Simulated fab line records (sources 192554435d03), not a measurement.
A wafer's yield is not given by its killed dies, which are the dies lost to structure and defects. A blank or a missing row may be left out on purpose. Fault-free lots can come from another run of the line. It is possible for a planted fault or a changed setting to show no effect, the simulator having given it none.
Chamber matching | flow n5 finfet | 3 sister chambers for N5_BEOL_M5_PRE_CLEAN_77 on cvd co-02
The step time 15 s. 30 wafers are shown with their chamber, then 12 later ones without.

WAFERS PAIRED WITH THEIR CHAMBERS
wafer  | chamber | heater power w (W) | rf fwd power W (W)
L075.1 | 0       | 86                 | 297.7
L075.3 | 2       | 113                | 297.9
L075.6 | 1       | 134                | 293.5
L076.1 | 2       | 113                | 295.3
L076.4 | 2       | 115                | 296.7
L076.6 | 0       | 88                 | 297.7
L080.1 | 1       | 133                | 295.2
L080.2 | 2       | 113                | 297.9
L080.3 | 2       | 115                | 298.6
L080.4 | 1       | 137                | 293.9
L080.5 | 1       | 133                | 295.0
L080.6 | 2       | 116                | 297.2
L081.1 | 1       | 136                | 295.9
L081.2 | 2       | 115                | 298.5
L081.5 | 1       | 133                | 294.2
L079.2 | 2       | 113                | 298.3
L079.3 | 0       | 87                 | 296.3
L079.4 | 1       | 133                | 294.4
L078.2 | 1       | 137                | 294.7
L078.4 | 2       | 116                | 296.7
L078.6 | 1       | 134                | 294.0
L083.1 | 2       | 115                | 297.7
L083.2 | 0       | 88                 | 297.1
L083.3 | 1       | 136                | 295.0
L083.4 | 0       | 90                 | 296.3
L083.5 | 2       | 110                | 297.1
L083.6 | 1       | 135                | 294.6
L082.2 | 1       | 130                | 295.2
L082.5 | 1       | 130                | 295.1
L082.6 | 2       | 111                | 297.2

SIGNATURES (averages over the wafers above)
reading        | chamber 0 | chamber 1 | chamber 2 | scatter within a chamber
heater power w | 87.80     | 133.92    | 113.75    | 2.04
rf fwd power W | 297.020   | 294.669   | 297.425   | 0.788
Rule: distance of a wafer from a chamber = root of the sum over the readings of ((wafer's reading minus chamber's mean) / reading's scatter) squared. The wafer belongs to the nearest chamber; if the next one is less than 2 further off, it can't be placed. The scatter: take each reading less its chamber's mean, square it, sum over the shown wafers, divide by the number of wafers less the number of chambers, and take the root.

WAFERS MISSING THEIR CHAMBER
wafer  | heater power w (W) | rf fwd power W (W)
L088.1 | 134                | 295.1
L088.2 | 88                 | 296.3
L088.3 | 117                | 295.8
L088.4 | 131                | 295.6
L088.5 | 90                 | 295.8
L088.6 | 116                | 297.3
L089.2 | 88                 | 298.5
L089.4 | 117                | 297.1
L089.6 | 135                | 296.4
L091.1 | 87                 | 297.5
L091.2 | 115                | 296.1
L091.4 | 116                | 299.4

CHAMBER TAKEN BY EACH
wafer  | from the rows above | in truth
L088.1 | 1                   | 1
L088.2 | 0                   | 0
L088.3 | 2                   | 2
L088.4 | 1                   | 1
L088.5 | 0                   | 0
L088.6 | 2                   | 2
L089.2 | 0                   | 0
L089.4 | 2                   | 2
L089.6 | 1                   | 1
L091.1 | 0                   | 0
L091.2 | 2                   | 2
L091.4 | 2                   | 2
12 of 12 placed correctly. Left unplaced by these rows: 0. 0 placed wrongly.
